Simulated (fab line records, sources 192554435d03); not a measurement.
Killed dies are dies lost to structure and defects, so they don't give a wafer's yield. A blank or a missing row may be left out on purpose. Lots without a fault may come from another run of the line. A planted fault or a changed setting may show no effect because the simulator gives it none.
Chamber matching | flow n5_finfet | N5_BEOL_M3_DEP_57 on pecvd-01: 3 sister chambers
The step deposits SiCN from 3MS/NH3, target thk 8 nm, time 14 s. 3 wafers are shown with their chamber, then 9 later ones without.

WAFERS WITH THEIR CHAMBER
wafer  | chamber | throttle_valve_pct (%)
L087.6 | 1       | 10.3
L088.4 | 0       | 9.2
L088.6 | 2       | 8.8

WAFERS WITHOUT THEIR CHAMBER
wafer  | throttle_valve_pct (%)
L091.2 | 8.6
L091.3 | 9.1
L091.4 | 9.2
L092.2 | 8.7
L092.4 | 8.5
L092.5 | 9.2
L097.1 | 9.3
L097.2 | 10.6
L097.5 | 9.4

WHICH CHAMBER EACH WENT THROUGH
wafer  | from the rows above     | in truth
L091.2 | 2                       | 2
L091.3 | can't be placed: 0 or 2 | 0
L091.4 | 0                       | 0
L092.2 | 2                       | 2
L092.4 | 2                       | 2
L092.5 | 0                       | 0
L097.1 | 0                       | 0
L097.2 | 1                       | 1
L097.5 | 0                       | 0
Placed correctly: 8 of 9. Can't be placed from these rows: 1 (the true chamber is among the candidates in 1). Placed wrongly: 0.
How it was worked out, from the rows above alone: a wafer's distance from a chamber is the root of the sum, over the readings, of the square of ((its reading less the chamber's mean) divided by the reading's scatter). The wafer belongs to the nearest chamber; if the next one is less than 2 further off, it can't be placed. A chamber's mean is the mean of its shown wafers. The scatter: with one shown wafer a chamber, the root of the mean of the squares of how far each hidden wafer lies from its nearest shown one.
